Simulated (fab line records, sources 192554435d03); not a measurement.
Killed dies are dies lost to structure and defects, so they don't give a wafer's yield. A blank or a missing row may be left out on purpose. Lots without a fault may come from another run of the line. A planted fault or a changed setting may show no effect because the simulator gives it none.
Chamber matching | flow n5_finfet | N5_MOL_CONTACT_COAG_ETCH_67 on rie_diel-05: 4 sister chambers
The step etches SOC in N2/H2, target depth 60 nm, overetch 21 nm, time 101.2 s. 4 wafers are shown with their chamber, then 8 later ones without.

WAFERS WITH THEIR CHAMBER
wafer  | chamber | drypump_motor_current_A (A)
L380.5 | 3       | 4.8
L381.2 | 2       | 5.5
L381.4 | 1       | 5.2
L383.1 | 0       | 5.9

WAFERS WITHOUT THEIR CHAMBER
wafer  | drypump_motor_current_A (A)
L383.2 | 5.2
L383.3 | 4.8
L384.1 | 5.5
L384.2 | 4.9
L384.6 | 5.5
L390.1 | 5.9
L390.4 | 4.9
L390.6 | 5.6

WHICH CHAMBER EACH WENT THROUGH
wafer  | from the rows above | in truth
L383.2 | 1                   | 1
L383.3 | 3                   | 3
L384.1 | 2                   | 2
L384.2 | 3                   | 3
L384.6 | 2                   | 2
L390.1 | 0                   | 0
L390.4 | 3                   | 3
L390.6 | 2                   | 2
Placed correctly: 8 of 8. Can't be placed from these rows: 0. Placed wrongly: 0.
How it was worked out, from the rows above alone: a wafer's distance from a chamber is the root of the sum, over the readings, of the square of ((its reading less the chamber's mean) divided by the reading's scatter). The wafer belongs to the nearest chamber; if the next one is less than 2 further off, it can't be placed. A chamber's mean is the mean of its shown wafers. The scatter: with one shown wafer a chamber, the root of the mean of the squares of how far each hidden wafer lies from its nearest shown one.
